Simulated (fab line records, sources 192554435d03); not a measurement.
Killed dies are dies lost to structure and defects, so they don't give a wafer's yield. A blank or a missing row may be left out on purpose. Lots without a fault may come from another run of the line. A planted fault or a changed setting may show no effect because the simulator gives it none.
Chamber matching | flow n5_finfet | N5_GATE_CUT_PECVD_57 on pecvd-04: 3 sister chambers
The step deposits SiNx from SiH4/NH3/N2, target thk 21 nm. 6 wafers are shown with their chamber, then 9 later ones without.

WAFERS WITH THEIR CHAMBER
wafer  | chamber | throttle_valve_pct (%) | showerhead_plenum_p_Torr (Torr)
L082.6 | 0       | 37.4                   | 5.26
L087.4 | 2       | 36.6                   | 5.19
L087.5 | 1       | 41.1                   | 5.18
L088.1 | 0       | 37.7                   | 5.26
L088.3 | 2       | 36.7                   | 5.19
L088.6 | 1       | 40.9                   | 5.19

WAFERS WITHOUT THEIR CHAMBER
wafer  | throttle_valve_pct (%) | showerhead_plenum_p_Torr (Torr)
L095.2 | 40.9                   | 5.18
L095.3 | 37.6                   | 5.24
L095.5 | 36.8                   | 5.18
L096.1 | 36.9                   | 5.19
L096.2 | 41.0                   | 5.19
L096.3 | 37.7                   | 5.26
L096.4 | 37.8                   | 5.26
L096.5 | 41.0                   | 5.18
L096.6 | 36.8                   | 5.18

WHICH CHAMBER EACH WENT THROUGH
wafer  | from the rows above | in truth
L095.2 | 1                   | 1
L095.3 | 0                   | 0
L095.5 | 2                   | 2
L096.1 | 2                   | 2
L096.2 | 1                   | 1
L096.3 | 0                   | 0
L096.4 | 0                   | 0
L096.5 | 1                   | 1
L096.6 | 2                   | 2
Placed correctly: 9 of 9. Can't be placed from these rows: 0. Placed wrongly: 0.
How it was worked out, from the rows above alone: a wafer's distance from a chamber is the root of the sum, over the readings, of the square of ((its reading less the chamber's mean) divided by the reading's scatter). The wafer belongs to the nearest chamber; if the next one is less than 2 further off, it can't be placed. A chamber's mean is the mean of its shown wafers. The scatter: the root of (the sum of the squares of (reading less its chamber's mean) over the shown wafers, divided by (wafers less chambers)).
